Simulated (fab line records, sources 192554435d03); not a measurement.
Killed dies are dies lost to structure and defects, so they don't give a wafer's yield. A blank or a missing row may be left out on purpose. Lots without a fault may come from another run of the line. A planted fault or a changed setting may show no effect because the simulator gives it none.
Problem report in the 8D (eight disciplines) form, filled by code | flow n5_finfet | the parts of the form that need people (team, actions taken, sign-off) are left out

1. THE PROBLEM
trench_depth_nm at N5_BEOL_M9_OCD_MEAS_38 reads a mean of 25.9 nm on 3 wafers of 2 lots; wafers without a fault read 151.0 nm with a standard deviation of 2.9. That is -43 standard deviations from the usual mean.
First seen on wafer L717.5, day 13 13:34, on ocd-02. The record holds 23 wafers of 8 lots with a number at this step. Rule for "out", or "out of limits": more than 4 standard deviations from the usual mean. The other wafers with a number count as sound.

2. WHAT IT IS AND WHAT IT IS NOT
question                    | is                     | is not
which readings at this step | trench_depth_nm        | -
which lots                  | L717, L718             | L708, L713, L716, L725, L730, L731
which wafers of those lots  | L717.5, L718.5, L718.6 | L717.1, L717.4, L718.1
read on which gauges        | ocd-02                 | ocd-01
when                        | from day 13 13:34      | up to then (11 sound wafers); but 9 sound wafers of L718, L725, L730, L731 came after

3. SUSPECTS, AND WHAT RULES EACH OUT
Counting: a tool at a process step up to the reading stays a suspect if it ran every lot that is out. Sound lots after the first of them don't rule it out here, since some wafers of a struck lot are sound.
- the gauge at N5_BEOL_M9_OCD_MEAS_38: ruled out. All the wafers that are out were read on ocd-02, but those of them that N5_BEOL_M9_VIA_ETCH_34 has rows for are out there too, on other tools.
- rie_metal-03 at N5_BEOL_M9_HM_OPEN_17 (chemistry Cl2/BCl3, target TiN, target depth 20 nm, overetch 6 nm): kept. It ran every lot that is out, first L718 (day 13 10:26); its last sound lot up to then is L713 (day 12 03:50).
- rie_diel-05 at N5_BEOL_M9_VIA_ETCH_34 (etches SiCOH lowk in C4F6/O2, target depth 182.4 nm, time 68.4 s): kept. It ran every lot that is out, first L717 (day 13 13:17); its last sound lot up to then is L716 (day 12 20:54). Its own readings are out on those wafers: oes_product_au.
- rie_diel-05 at N5_BEOL_M9_ETCH_41 (etches SiCN in CH3F/O2, target depth 36.6 nm, time 70.1 s): kept. It ran every lot that is out, first L717 (day 13 13:34); its last sound lot up to then is L716 (day 12 21:11). N5_BEOL_M9_ETCH_41 gives no start for some lots, so the hours and the order of its lots are those of N5_BEOL_M9_OCD_MEAS_38.
- rie_diel-05 at N5_BEOL_M9_STRIP_80 (strips in N2/H2, time 10 s): kept. It ran every lot that is out, first L717 (day 13 13:34); its last sound lot up to then is L716 (day 12 21:11). N5_BEOL_M9_STRIP_80 gives no start for some lots, so the hours and the order of its lots are those of N5_BEOL_M9_OCD_MEAS_38.
Left after counting: rie_metal-03 at N5_BEOL_M9_HM_OPEN_17, rie_diel-05 at N5_BEOL_M9_VIA_ETCH_34, rie_diel-05 at N5_BEOL_M9_ETCH_41, rie_diel-05 at N5_BEOL_M9_STRIP_80.

4. THE CAUSE (what the simulator had put in)
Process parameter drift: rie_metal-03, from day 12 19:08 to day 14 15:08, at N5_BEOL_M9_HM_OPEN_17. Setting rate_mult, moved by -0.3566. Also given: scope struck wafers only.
Counting left 4 suspects, and this tool is among them.

5. THE CHAIN OF EFFECTS, in route order
Each row: a reading whose mean over the struck wafers that have a number lies more than 3 standard deviations from the usual. Only readings for which the record gives a usual standard deviation are gone through. hours: the time from each lot's start at the first step in this table that gives one to its start at this step, as a median over the lots. sigmas: the change in usual standard deviations.
hours | step                    | reading              | usual     | on struck wafers | change | sigmas
0     | N5_BEOL_M9_VIA_ETCH_34  | oes_product_au       | 0.79 a.u. | 0.37             | -0.42  | -5.0
0     | N5_BEOL_M9_OCD_MEAS_38  | trench_depth_nm      | 151.0 nm  | 25.9             | -125.1 | -43
64    | N5_PASSIVATION_PROBE_49 | defect_limited_yield | 91.0 %    | 18.3             | -72.7  | -48
64    | N5_PASSIVATION_PROBE_49 | killed_at_M4_up      | 13        | 893              | +880   | +99 or more
64    | N5_PASSIVATION_PROBE_49 | killed_dies          | 106       | 964              | +858   | +48
64    | N5_PASSIVATION_PROBE_49 | killed_on_rim        | 14        | 115              | +101   | +24
64    | N5_PASSIVATION_PROBE_49 | sort_bin_5_function  | 5.2 %     | 78.5             | +73.3  | +77
64    | N5_PASSIVATION_PROBE_49 | sort_n_pass          | 1074      | 216              | -858   | -48
64    | N5_PASSIVATION_PROBE_49 | sort_yield_pct       | 91.0 %    | 18.3             | -72.7  | -48
The process steps in it:
- N5_BEOL_M9_VIA_ETCH_34: etches SiCOH lowk in C4F6/O2, target depth 182.4 nm, time 68.4 s.
- N5_PASSIVATION_PROBE_49
Readings that are blank on the struck wafers while sound wafers have them: M9_THK at N5_BEOL_M9_THK_MEAS_53.

6. WHAT WOULD HAVE CAUGHT IT SOONER
In this record the first reading out of limits at a measuring or inspecting step was taken at day 13 13:34, 18 hours after the fault began at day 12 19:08.
Of the tool readings at N5_BEOL_M9_HM_OPEN_17 for which the record gives a usual standard deviation, none was out on any struck wafer, so an alarm limit of 4 standard deviations on them would not have fired.
All the lots that are out (2) had begun N5_BEOL_M9_HM_OPEN_17 on rie_metal-03 by day 13 13:34. A hold on the tool at that time would have spared none of them.
